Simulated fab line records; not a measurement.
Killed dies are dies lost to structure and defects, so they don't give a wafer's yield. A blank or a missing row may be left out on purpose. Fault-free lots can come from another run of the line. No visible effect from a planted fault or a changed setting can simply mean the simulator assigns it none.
Chamber matching ; flow nand_harc ; NHARC_P_M0_PRE_CLEAN_31 on pecvd-04: 3 sister chambers
The step time 12 s. 27 wafers are shown with their chamber, then 12 later ones without.

## EACH WAFER AND ITS CHAMBER
wafer;chamber;heater_power_w (W)
L075.3;2;495
L075.4;1;521
L075.5;2;495
L079.1;2;562
L079.3;1;628
L079.5;2;563
L080.2;1;584
L080.3;2;559
L080.6;0;559
L080.1;0;577
L080.4;2;568
L080.5;1;597
L081.1;0;579
L081.2;2;502
L081.4;2;497
L082.1;1;574
L082.4;0;512
L082.6;1;591
L083.1;2;517
L083.4;0;578
L083.6;2;513
L086.3;1;654
L086.4;0;551
L086.6;1;629
L087.2;0;526
L087.4;0;534
L087.6;2;572

SIGNATURES (means of the wafers above)
reading;chamber 0;chamber 1;chamber 2;scatter within a chamber
heater_power_w;552.00;597.25;531.18;33.8
Rule: for each reading, subtract the chamber's mean from the wafer's reading, divide by that reading's scatter and square the result; add these up over the readings and take the root, which gives the wafer's distance from the chamber. The wafer belongs to the nearest chamber; if the next one is less than 2 further off, it can't be placed. The scatter: take each reading less its chamber's mean, square it, sum over the shown wafers, divide by the number of wafers less the number of chambers, and take the root.

## WAFERS WITH NO CHAMBER GIVEN
wafer;heater_power_w (W)
L087.1;553
L087.3;566
L087.5;549
L090.1;613
L090.2;485
L090.6;484
L093.4;542
L093.5;489
L093.6;586
L094.1;649
L094.3;546
L094.4;659

## CHAMBER TAKEN BY EACH
wafer;from the rows above;in truth
L087.1;can't be placed: 0 or 2 or 1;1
L087.3;can't be placed: 0 or 1 or 2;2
L087.5;can't be placed: 0 or 2 or 1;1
L090.1;can't be placed: 1 or 0 or 2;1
L090.2;can't be placed: 2 or 0 or 1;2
L090.6;can't be placed: 2 or 0 or 1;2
L093.4;can't be placed: 0 or 2 or 1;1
L093.5;can't be placed: 2 or 0 or 1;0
L093.6;can't be placed: 1 or 0 or 2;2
L094.1;can't be placed: 1 or 0 or 2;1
L094.3;can't be placed: 0 or 2 or 1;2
L094.4;can't be placed: 1 or 0 or 2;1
Placed correctly: 0 of 12. Cannot be placed on the basis of these rows: 12; the candidates contain the true chamber in 12. 0 placed wrongly.
